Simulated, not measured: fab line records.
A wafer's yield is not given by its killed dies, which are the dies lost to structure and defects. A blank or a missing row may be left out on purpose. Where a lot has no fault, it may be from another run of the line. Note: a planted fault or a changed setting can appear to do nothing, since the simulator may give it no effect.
Lot-split experiment ; flow n5Finfet ; 39 wafers read across 7 lots, on a route 1938 steps long

== SPLIT DETAILS ==
At N5_FIN_SAQP_HM_DEP_03 (deposits SiNx from SiH4/NH3/N2, target thk 38 nm, time 33.6 s), the setting timeS was moved away from the recipe's 33.6 s on 15 of the 39 wafers read, by -49.1% to +53.0%. For the rest of the wafers, this setting stayed at what the recipe calls for.

== FROM THE SPLIT TO THE READING: what the file shows between them, 4 steps ==
- N5_FIN_SAQP_THK_MEAS_05
- N5_FIN_SAQP_PECVD_47: deposits a-Si from SiH4/He, target thk 45 nm, time 36.3 s
- N5_FIN_SAQP_PECVD_48: deposits SiNx from SiH4/NH3/N2, target thk 25 nm, time 22.1 s
- N5_FIN_SAQP_MANDREL2_REMOVE_60: chemistry HBr/Cl2/O2, target a-Si, stops on SiNx, bt time 10 s

== THE READING ==
etch.depthNm (the simulator's own value, which no gauge read), in nm, at N5_FIN_SAQP_HM_OPEN_33 (chemistry CH3F/O2, target SiNx, target depth 49.4 nm, time 70.6 s). There is no usual value for it anywhere in the file. Across the 24 wafers here that went through the recipe, the average is 37.37 nm and the standard deviation 0.74 nm.

wafer;tool, chamber at the split;timeS as run, s;against the recipe;etch.depthNm, nm;against lot-mates on the recipe
L075.1;pecvd-02, 1;33.6;recipe;37.55;-
L075.2;pecvd-02, 0;39.38;+17.2%;44.41;+6.67
L075.3;pecvd-02, 1;33.6;recipe;37.42;-
L075.4;pecvd-02, 0;33.6;recipe;38.25;-
L075.5;pecvd-02, 0;39.38;+17.2%;44.89;+7.15
L075.6;pecvd-02, 1;39.38;+17.2%;43.98;+6.24
L078.1;pecvd-02, 0;39.95;+18.9%;44.31;+6.67
L078.2;pecvd-02, 1;33.6;recipe;36.91;-
L078.3;pecvd-02, 0;33.6;recipe;38.48;-
L078.4;pecvd-02, 1;39.95;+18.9%;44.56;+6.92
L078.5;pecvd-02, 1;33.6;recipe;37.54;-
L078.6;pecvd-02, 0;39.95;+18.9%;45.62;+7.98
L084.1;pecvd-02, 0;33.6;recipe;36.58;-
L084.2;pecvd-02, 1;33.6;recipe;36.18;-
L084.3;pecvd-02, 2;33.6;recipe;36.7;-
L084.4;pecvd-02, 2;33.6;recipe;36.76;-
L084.5;pecvd-02, 1;33.6;recipe;36.03;-
L084.6;pecvd-02, 0;33.6;recipe;36.97;-
L086.3;pecvd-02, 0;33.6;recipe;37.41;-
L086.4;pecvd-02, 2;33.6;recipe;38.25;-
L086.6;pecvd-02, 0;33.6;recipe;37.63;-
L088.1;pecvd-01, 0;51.42;+53.0%;57.48;+19.63
L088.2;pecvd-01, 1;33.6;recipe;37.42;-
L088.3;pecvd-01, 2;33.6;recipe;37.98;-
L088.4;pecvd-01, 1;51.42;+53.0%;59.23;+21.38
L088.5;pecvd-01, 0;51.42;+53.0%;58.16;+20.31
L088.6;pecvd-01, 2;33.6;recipe;38.15;-
L089.1;pecvd-03, 1;33.6;recipe;37.68;-
L089.2;pecvd-03, 0;48.09;+43.1%;54.45;+16.62
L089.3;pecvd-03, 2;33.6;recipe;36.9;-
L089.4;pecvd-03, 2;48.09;+43.1%;53.44;+15.61
L089.5;pecvd-03, 0;33.6;recipe;38.9;-
L089.6;pecvd-03, 1;48.09;+43.1%;54.62;+16.79
L093.1;pecvd-03, 2;33.6;recipe;36.2;-
L093.2;pecvd-03, 1;33.6;recipe;37.81;-
L093.3;pecvd-03, 0;17.11;-49.1%;18.88;-18.18
L093.4;pecvd-03, 2;33.6;recipe;37.18;-
L093.5;pecvd-03, 1;17.11;-49.1%;19.54;-17.52
L093.6;pecvd-03, 0;17.11;-49.1%;19.26;-17.80

FIT RESULTS
A straight line over all 39 wafers: etch.depthNm changes by +0.384 nm for each +1% of timeS; r = +1.00; the points scatter about the line by 0.72 nm.
The same after taking each lot's own level away (the mean of its wafers on the recipe; 39 wafers): +0.376 nm for each +1%; r = +1.00; scatter 0.57 nm.
Per that fit: largest timeS move, reading shift of 20 nm.
The span of the lots' own levels, 36.537 to 37.850 nm, comes to 1.8 times the standard deviation stated above.
So the lot-to-lot level changes the slope little: the two slopes agree.
Check: for one of the wafers moved furthest among these (+53.0%), held out of the fit, the line's prediction against its lot-mates is +20.1 nm. Against them it came out at +19.6 nm.

== THE WHOLE CHAIN: every reading that the file lists as answering this split, in the file's order ==
step;what it does;reading;change (the file's fit);r (the file's)
N5_FIN_SAQP_HM_DEP_03;deposits SiNx from SiH4/NH3/N2, target thk 38 nm, time 33.6 s;SiNx_of_FIN_SAQP_HM_DEP_03.thkNm (the simulator's own value, which no gauge read);+0.377 nm for each +1% of the setting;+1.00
N5_FIN_SAQP_THK_MEAS_05;;thkNm;withheld for each +1% of the setting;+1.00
N5_FIN_SAQP_HM_OPEN_33;chemistry CH3F/O2, target SiNx, target depth 49.4 nm, time 70.6 s;etchRfOnTimeS;withheld for each +1% of the setting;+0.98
N5_FIN_SAQP_HM_OPEN_33;chemistry CH3F/O2, target SiNx, target depth 49.4 nm, time 70.6 s;etch.depthNm (the simulator's own value, which no gauge read);+0.377 nm for each +1% of the setting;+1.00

== FILE'S OWN FIT ==
etch.depthNm changes by +0.377 nm for each +1% of timeS, r = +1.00.
